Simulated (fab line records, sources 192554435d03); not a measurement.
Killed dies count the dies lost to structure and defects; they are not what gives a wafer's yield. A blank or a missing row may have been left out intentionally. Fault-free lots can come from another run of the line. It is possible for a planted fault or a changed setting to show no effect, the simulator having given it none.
fab line records ; flow n5Finfet
record lots=6; wafers=17; lastDay=19
route steps=1938 shown BEOL_M6@1261 BEOL_M7@1263
lots with no fault: from the same line, run without faults
startH: start of the lot's first displayed wafer, in hours after the record's first day ; waitH: hours elapsed since this lot's preceding step ; " unchanged from the row above ; L1.1+2: one row covering several wafers at once ; - no value present, or no start provided ; * or withheld: withheld ; < > ~ a bound
route shown NAME@n: a module of which the file shows steps, and the number in the route of the first ; usual: mean and standard deviation over wafers with no fault ; same: alike in all rows ; chamber/n: place in a boat ; sites: the reading at each site ; _std_site: standard deviation of those values ; _edge_site: inner sites' mean taken away from outer sites' mean ; radiusMm: how far each site lies from the wafer's centre ; mask NAME#n: copy n ; behind: the last tool/chamber to shape the wafer ; hold: reason for holding the lot/hours on hold/outcome of the hold ; device: the transistor (n, p or np) that didn't switch ; end of line: at the end of the route, the tests of the same wafers ; step lacking rows: just its recipe ; killed: at the first sort, the dies lost to defects and structure; wafer yield is something else ; map: the dies of a wafer, with x for killed, . for not killed, _ for no die there
set.NAME: the run value of the setting; set.NAME@STEP: its run value at that earlier step ; model.NAME: the simulator's own value behind a step, which no gauge read
a table for each step, a row for each wafer; lots at some steps of the route
services: when a tool's chamber went out of use (startH, in hours from the record's first day, below 0 if earlier), for how many hours, and the reason
## steps
# step N5_BEOL_M6_RS_MEAS_57
# recipe thkMeasGauge=four-point-probe; reads=Cu_of_BEOL_M6_ECD_50+Co_of_BEOL_M6_CVD_78+TaN_of_BEOL_M6_ALD_77
# usual M6_RS=0.285/0.0084
lot.wafer;tool;chamber;startH;waitH;M6_RS[ohm/sq]
L494.3;filmMetro-02;-;206.28;0.1;0.277
L494.4;filmMetro-02;-;206.28;0.1;0.274
L494.6;filmMetro-02;-;206.28;0.1;0.271
L497.2;filmMetro-01;-;224.65;0.1;0.285
L497.4;filmMetro-01;-;224.65;0.1;0.289
L497.5;filmMetro-01;-;224.65;0.1;0.286
L505.1;filmMetro-01;-;289.34;0.1;0.301
L505.2;filmMetro-01;-;289.34;0.1;0.271
L505.5;filmMetro-01;-;289.34;0.1;0.282
L507.2;filmMetro-02;-;296.15;0.1;0.281
L507.3;filmMetro-02;-;296.15;0.1;0.279
L507.5;filmMetro-02;-;296.15;0.1;0.291
L509.1;filmMetro-01;-;303.70;0.1;0.284
L509.2;filmMetro-01;-;303.70;0.1;0.292
L509.5;filmMetro-01;-;303.70;0.1;0.288
L516.5;filmMetro-01;-;357.86;0.0;0.296
L516.6;filmMetro-01;-;357.86;0.0;0.275
# step N5_BEOL_M6_INSPECT_58
# recipe inspectInstrument=darkfield; mode=postDep
# usual rawDefectCount=72/25
lot.wafer;tool;chamber;startH;waitH;rawDefectCount
L494.3;defectInspect-01;-;206.31;0.0;62
L494.4;defectInspect-01;-;206.31;0.0;46
L494.6;defectInspect-01;-;206.31;0.0;54
L497.2;defectInspect-01;-;224.67;0.0;68
L497.4;defectInspect-01;-;224.67;0.0;99
L497.5;defectInspect-01;-;224.67;0.0;120
L505.1;defectInspect-02;-;289.37;0.0;93
L505.2;defectInspect-02;-;289.37;0.0;88
L505.5;defectInspect-02;-;289.37;0.0;107
L507.2;defectInspect-01;-;296.17;0.0;99
L507.3;defectInspect-01;-;296.17;0.0;62
L507.5;defectInspect-01;-;296.17;0.0;65
L509.1;defectInspect-01;-;303.73;0.0;52
L509.2;defectInspect-01;-;303.73;0.0;49
L509.5;defectInspect-01;-;303.73;0.0;54
L516.5;defectInspect-01;-;357.89;0.0;61
L516.6;defectInspect-01;-;357.89;0.0;52
# step N5_BEOL_M7_ILD_DEP_00
# recipe material=SiCOH_lowk; targetThkA=1797.5; tempC=300; precursor=DEMS/porogen; pressureTorr=5; rfW=500; timeS=33.4
# usual heaterPowerOuterW=148/38; heaterPowerW=323/60; showerheadPlenumPTorr=5.742/0.017; throttleValvePct=14.1/0.68
lot.wafer;tool;chamber;startH;waitH;heaterPowerOuterW;heaterPowerW;showerheadPlenumPTorr;throttleValvePct
L494.3;pecvd-01;0;206.34;0.0;181;372;5.729;14.3
L494.4;pecvd-01;2;206.34;0.0;98;246;5.757;13.6
L494.6;pecvd-01;1;206.34;0.0;179;387;5.751;13.9
L497.2;pecvd-01;0;224.71;0.0;143;312;5.731;14.3
L497.4;pecvd-01;2;224.71;0.0;116;272;5.738;13.7
L497.5;pecvd-01;0;224.71;0.0;152;324;5.726;14.3
L505.1;pecvd-02;1;289.41;0.0;188;392;5.743;14.0
L505.2;pecvd-02;0;289.41;0.0;128;285;5.755;14.7
L505.5;pecvd-02;0;289.41;0.0;82;219;5.747;14.6
L507.2;pecvd-02;1;296.21;0.0;182;369;5.745;14.1
L507.3;pecvd-02;0;296.21;0.0;115;263;5.753;14.6
L507.5;pecvd-02;1;296.21;0.0;187;373;5.737;13.8
L509.1;pecvd-02;0;303.76;0.0;122;271;5.754;14.8
L509.2;pecvd-02;1;303.76;0.0;194;382;5.749;14.2
L509.5;pecvd-02;2;303.76;0.0;122;287;5.734;13.3
L516.5;pecvd-01;1;357.94;0.1;172;384;5.751;13.9
L516.6;pecvd-01;0;357.94;0.1;182;363;5.709;14.4
# step N5_BEOL_M7_CURE_74
# recipe tempC=385; timeS=240; ambient=He/Ar; material=SiCOH_lowk
# usual lampPowerPct=52.31/0.054; wafer_temp_C_max=386.9/0.71
lot.wafer;tool;chamber;startH;waitH;lampPowerPct;wafer_temp_C_max
L494.3;uvCure-03;2;206.79;0.4;52.24;388.3
L494.4;uvCure-03;2;206.79;0.4;52.33;387.6
L494.6;uvCure-03;2;206.79;0.4;52.23;387.3
L497.2;uvCure-03;2;225.31;0.6;52.40;387.2
L497.4;uvCure-03;2;225.31;0.6;52.30;387.7
L497.5;uvCure-03;2;225.31;0.6;52.25;387.6
L505.1;uvCure-03;1;289.90;0.5;52.27;387.0
L505.2;uvCure-03;1;289.90;0.5;52.33;387.1
L505.5;uvCure-03;1;289.90;0.5;52.35;386.2
L507.2;uvCure-02;1;296.35;0.1;52.30;386.5
L507.3;uvCure-02;1;296.35;0.1;52.38;386.4
L507.5;uvCure-02;1;296.35;0.1;52.20;386.5
L509.1;uvCure-03;2;303.84;0.1;52.31;387.4
L509.2;uvCure-03;2;303.84;0.1;52.25;387.1
L509.5;uvCure-03;2;303.84;0.1;52.26;387.0
L516.5;uvCure-02;0;358.30;0.3;52.25;386.1
L516.6;uvCure-02;0;358.30;0.3;52.41;386.4
# step N5_BEOL_M7_THK_MEAS_01
# recipe reads=SiCOH_lowk_of_BEOL_M7_ILD_DEP_00
# usual M7_ILD_THK=155.1/2.2
lot.wafer;tool;chamber;startH;waitH;M7_ILD_THK[nm]
L494.3;filmMetro-01;-;207.15;0.3;154.0
L494.4;filmMetro-01;-;207.15;0.3;157.0
L494.6;filmMetro-01;-;207.15;0.3;154.7
L497.2;filmMetro-02;-;225.74;0.4;155.1
L497.4;filmMetro-02;-;225.74;0.4;158.1
L497.5;filmMetro-02;-;225.74;0.4;159.0
L505.1;filmMetro-01;-;291.85;1.6;154.7
L505.2;filmMetro-01;-;291.85;1.6;155.8
L505.5;filmMetro-01;-;291.85;1.6;154.7
L507.2;filmMetro-01;-;296.79;0.4;153.5
L507.3;filmMetro-01;-;296.79;0.4;155.5
L507.5;filmMetro-01;-;296.79;0.4;156.5
L509.1;filmMetro-02;-;304.35;0.4;155.9
L509.2;filmMetro-02;-;304.35;0.4;154.5
L509.5;filmMetro-02;-;304.35;0.4;156.4
L516.5;filmMetro-02;-;358.50;0.1;160.3
L516.6;filmMetro-02;-;358.50;0.1;157.1
# step N5_BEOL_M7_PECVD_70
# recipe material=SiO2; targetThkA=200; tempC=400; precursor=TEOS/O2; pressureTorr=5.5; rfW=450; teosFlowSccm=53.8; gas=O2; flowSccm=3000; timeS=22.7
# usual heaterPowerOuterW=437/74; heaterPowerW=744/110; showerheadPlenumPTorr=8.79/0.066; throttleValvePct=22.8/1
lot.wafer;tool;chamber;startH;waitH;heaterPowerOuterW;heaterPowerW;showerheadPlenumPTorr;throttleValvePct
L494.3;pecvd-04;0;207.18;0.0;581;944;8.67;25.0
L494.4;pecvd-04;2;207.18;0.0;483;826;8.81;21.9
L494.6;pecvd-04;0;207.18;0.0;590;988;8.68;24.9
L497.2;pecvd-01;2;225.78;0.0;353;612;8.84;22.1
L497.4;pecvd-01;2;225.78;0.0;350;625;8.86;22.2
L497.5;pecvd-01;2;225.78;0.0;348;609;8.82;22.0
L505.1;pecvd-04;2;291.89;0.0;404;703;8.81;21.9
L505.2;pecvd-04;1;291.89;0.0;513;855;8.87;23.3
L505.5;pecvd-04;1;291.89;0.0;515;881;8.85;23.3
L507.2;pecvd-02;1;296.82;0.0;427;745;8.79;22.5
L507.3;pecvd-02;2;296.82;0.0;311;554;8.77;21.4
L507.5;pecvd-02;1;296.82;0.0;441;750;8.78;22.4
L509.1;pecvd-02;2;304.39;0.0;331;605;8.80;21.4
L509.2;pecvd-02;1;304.39;0.0;527;843;8.81;22.2
L509.5;pecvd-02;0;304.39;0.0;322;577;8.82;23.9
L516.5;pecvd-04;2;358.55;0.1;483;817;8.82;22.2
L516.6;pecvd-04;0;358.55;0.1;546;902;8.66;25.0
# step N5_BEOL_M7_HM_DEP_02
# recipe material=TiN; targetThkA=200; tempC=25; chamberPressurePa=0.49996
# usual throttleValvePct=30.1/1.2
lot.wafer;tool;chamber;startH;waitH;throttleValvePct
L494.3;pvdSputter-03;-;209.38;2.2;31.0
L494.4;pvdSputter-03;-;209.38;2.2;32.5
L494.6;pvdSputter-03;-;209.38;2.2;32.6
L497.2;pvdSputter-03;-;227.04;1.2;30.5
L497.4;pvdSputter-03;-;227.04;1.2;32.7
L497.5;pvdSputter-03;-;227.04;1.2;30.6
L505.1;pvdSputter-02;-;292.33;0.4;29.0
L505.2;pvdSputter-02;-;292.33;0.4;29.4
L505.5;pvdSputter-02;-;292.33;0.4;28.3
L507.2;pvdSputter-02;-;297.57;0.7;28.9
L507.3;pvdSputter-02;-;297.57;0.7;29.0
L507.5;pvdSputter-02;-;297.57;0.7;29.3
L509.1;pvdSputter-03;-;304.78;0.4;30.5
L509.2;pvdSputter-03;-;304.78;0.4;31.2
L509.5;pvdSputter-03;-;304.78;0.4;29.6
L516.5;pvdSputter-02;-;360.21;1.6;29.2
L516.6;pvdSputter-02;-;360.21;1.6;29.0
# step N5_BEOL_M7_COAT_59
# recipe resist=SOC; tempC=250; timeS=60; spinRpm=1500; resistThkNm=100
# step N5_BEOL_M7_COAT_60
# recipe resist=SiARC; tempC=220; timeS=60; spinRpm=1500; resistThkNm=35
# step N5_BEOL_M7_COAT_05
# recipe resist=CAR-ArF; spinRpm=1500; resistThkNm=90
# step N5_BEOL_M7_EBR_07
# recipe solvent=PGMEA; ebrWidthMm=1.5
# step N5_BEOL_M7_SOFTBAKE_06
# recipe tempC=110; timeS=60; resist=CAR-ArF
# step N5_BEOL_M7_EXPOSE_08
# recipe maskId=M7; na=1.35; sourceShape=dipole; sigmaInner=0.817; sigmaOuter=0.97; polarization=te; doseMj=68.25
# usual dipoleOpeningDeg=35/0; exposureDoseMJCm2=68.18/0.062; na=1.35/0; sigmaInner=0.817/0
lot.wafer;tool;chamber;startH;waitH;mask;dipoleOpeningDeg;exposureDoseMJCm2;na;sigmaInner
L494.3;arfiScanner-01;0;209.77;-;M7#0;35;68.07;1.35;0.817
L494.4;arfiScanner-01;0;209.77;-;M7#0;35;68.19;1.35;0.817
L494.6;arfiScanner-01;0;209.77;-;M7#0;35;68.13;1.35;0.817
L497.2;arfiScanner-03;0;227.29;-;M7#0;35;68.11;1.35;0.817
L497.4;arfiScanner-03;0;227.29;-;M7#0;35;68.26;1.35;0.817
L497.5;arfiScanner-03;0;227.29;-;M7#0;35;68.16;1.35;0.817
L505.1;arfiScanner-02;-;292.70;-;M7#0;-;-;-;-
L505.2;arfiScanner-02;-;292.70;-;M7#0;-;-;-;-
L505.5;arfiScanner-02;-;292.70;-;M7#0;-;-;-;-
L507.2;arfiScanner-01;-;297.95;-;M7#0;-;-;-;-
L507.3;arfiScanner-01;-;297.95;-;M7#0;-;-;-;-
L507.5;arfiScanner-01;-;297.95;-;M7#0;-;-;-;-
L509.1;arfiScanner-01;0;305.02;-;M7#0;35;68.07;1.35;0.817
L509.2;arfiScanner-01;0;305.02;-;M7#0;35;68.20;1.35;0.817
L509.5;arfiScanner-01;0;305.02;-;M7#0;35;68.22;1.35;0.817
L516.5;arfiScanner-03;0;360.56;-;M7#0;35;68.19;1.35;0.817
L516.6;arfiScanner-03;0;360.56;-;M7#0;35;68.27;1.35;0.817
# step N5_BEOL_M7_PEB_09
# recipe pebTempC=withheld; pebTimeS=60; resist=CAR-ArF
## services
tool;chamber;startH;hours;kind
pvdSputter-02;-;189.66;6.6;repair
arfiScanner-03;-;190.72;0.8;repair
arfiScanner-02;-;196.56;1.3;pm
uvCure-02;-;205.35;1.0;pm
uvCure-02;-;215.82;22.2;pm
arfiScanner-01;-;226.20;1.3;pm
pecvd-01;1;231.76;22.7;repair
arfiScanner-03;-;234.72;1.0;pm
arfiScanner-02;-;238.91;1.0;repair
arfiScanner-02;-;243.51;1.0;pm
arfiScanner-01;-;262.99;0.8;pm
pecvd-02;-;264.28;5.5;pm
arfiScanner-02;-;267.64;1.0;repair
arfiScanner-02;-;288.35;3.9;pm
arfiScanner-03;-;290.64;3.9;pm
arfiScanner-01;-;293.20;1.0;pm
pvdSputter-03;-;294.50;0.8;repair
arfiScanner-03;-;302.53;1.3;pm
arfiScanner-03;-;304.80;1.0;pm
arfiScanner-03;-;308.86;0.8;pm
uvCure-02;-;320.44;7.5;pm
arfiScanner-03;-;340.39;0.5;repair
arfiScanner-03;-;342.22;5.5;pm
arfiScanner-01;-;351.70;1.3;pm
## key
firstSign step=N5_BEOL_M7_EXPOSE_08; reading=toolRecord; direction=missing
effect none on later readings
metAt N5_BEOL_M7_EXPOSE_08
struckWafers L505.1,L505.2,L505.5,L507.2,L507.3,L507.5
laterRowsLeftOut L505.1,L505.2,L505.5,L507.2,L507.3,L507.5
sortLeftOut L505.1,L505.2,L505.5,L507.2,L507.3,L507.5
onsetBetween 209.77 292.70
fault kind=skippedStepWhole; tool=arfiScanner-01,arfiScanner-02; chamber=-; onsetH=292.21; steps=N5_BEOL_M7_EXPOSE_08; scope=struckLotsOnly
# sortLeftOut: the simulated sort isn't trusted on such a fault, so these wafers' sort isn't shown, and their yield isn't known
# laterRowsLeftOut: the simulator's readings of these wafers behind a module that went badly wrong aren't trusted and aren't shown, but for the sort
